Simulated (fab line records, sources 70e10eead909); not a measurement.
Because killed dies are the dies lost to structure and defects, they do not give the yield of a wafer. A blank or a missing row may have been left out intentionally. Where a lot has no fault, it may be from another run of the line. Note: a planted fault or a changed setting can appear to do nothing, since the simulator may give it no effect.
Matching of chambers || flow nand-harc || pecvd-01 running NHARC_P_CONTACT_DEP_30: 3 sister chambers
The step deposits SiNx, target thk 30 nm. 6 wafers are shown with their chamber, then 12 later ones without.

## WAFERS PAIRED WITH THEIR CHAMBERS
{"wafer": "L083.3", "chamber": 1, "heater-power-w (W)": 842, "heater-power-outer-w (W)": 497}
{"wafer": "L087.5", "chamber": 1, "heater-power-w (W)": 805, "heater-power-outer-w (W)": 459}
{"wafer": "L088.4", "chamber": 0, "heater-power-w (W)": 760, "heater-power-outer-w (W)": 448}
{"wafer": "L091.1", "chamber": 2, "heater-power-w (W)": 579, "heater-power-outer-w (W)": 342}
{"wafer": "L091.5", "chamber": 2, "heater-power-w (W)": 578, "heater-power-outer-w (W)": 345}
{"wafer": "L091.6", "chamber": 0, "heater-power-w (W)": 758, "heater-power-outer-w (W)": 431}

## WAFERS WITHOUT THEIR CHAMBER
{"wafer": "L093.2", "heater-power-w (W)": 678, "heater-power-outer-w (W)": 421}
{"wafer": "L093.3", "heater-power-w (W)": 782, "heater-power-outer-w (W)": 442}
{"wafer": "L093.6", "heater-power-w (W)": 787, "heater-power-outer-w (W)": 452}
{"wafer": "L092.1", "heater-power-w (W)": 713, "heater-power-outer-w (W)": 417}
{"wafer": "L092.4", "heater-power-w (W)": 720, "heater-power-outer-w (W)": 426}
{"wafer": "L092.6", "heater-power-w (W)": 672, "heater-power-outer-w (W)": 405}
{"wafer": "L096.1", "heater-power-w (W)": 727, "heater-power-outer-w (W)": 399}
{"wafer": "L096.2", "heater-power-w (W)": 709, "heater-power-outer-w (W)": 403}
{"wafer": "L096.3", "heater-power-w (W)": 629, "heater-power-outer-w (W)": 376}
{"wafer": "L097.2", "heater-power-w (W)": 773, "heater-power-outer-w (W)": 431}
{"wafer": "L097.3", "heater-power-w (W)": 618, "heater-power-outer-w (W)": 382}
{"wafer": "L097.5", "heater-power-w (W)": 760, "heater-power-outer-w (W)": 434}

## WHICH CHAMBER EACH ONE RAN IN
{"wafer": "L093.2", "from the rows above": 0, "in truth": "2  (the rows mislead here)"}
{"wafer": "L093.3", "from the rows above": "can't be placed: 0 or 1", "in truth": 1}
{"wafer": "L093.6", "from the rows above": "can't be placed: 0 or 1", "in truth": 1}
{"wafer": "L092.1", "from the rows above": 0, "in truth": 0}
{"wafer": "L092.4", "from the rows above": 0, "in truth": 0}
{"wafer": "L092.6", "from the rows above": "can't be placed: 0 or 2", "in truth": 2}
{"wafer": "L096.1", "from the rows above": 0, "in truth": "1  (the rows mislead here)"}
{"wafer": "L096.2", "from the rows above": 0, "in truth": 0}
{"wafer": "L096.3", "from the rows above": 2, "in truth": 2}
{"wafer": "L097.2", "from the rows above": 0, "in truth": 0}
{"wafer": "L097.3", "from the rows above": 2, "in truth": 2}
{"wafer": "L097.5", "from the rows above": 0, "in truth": 0}
Correctly placed: 7 of 12. Not placeable from these rows: 3 (in 3, the candidates include the true chamber). Number placed wrongly: 2.
How it was worked out, from the rows above alone: a wafer's distance from a chamber is the root of the sum, over the readings, of the square of ((its reading less the chamber's mean) divided by the reading's scatter). The wafer belongs to the nearest chamber; if the next one is less than 2 further off, it can't be placed. For every chamber, the mean is computed from those of its wafers that are shown. The scatter: take each reading less its chamber's mean, square it, sum over the shown wafers, divide by the number of wafers less the number of chambers, and take the root.
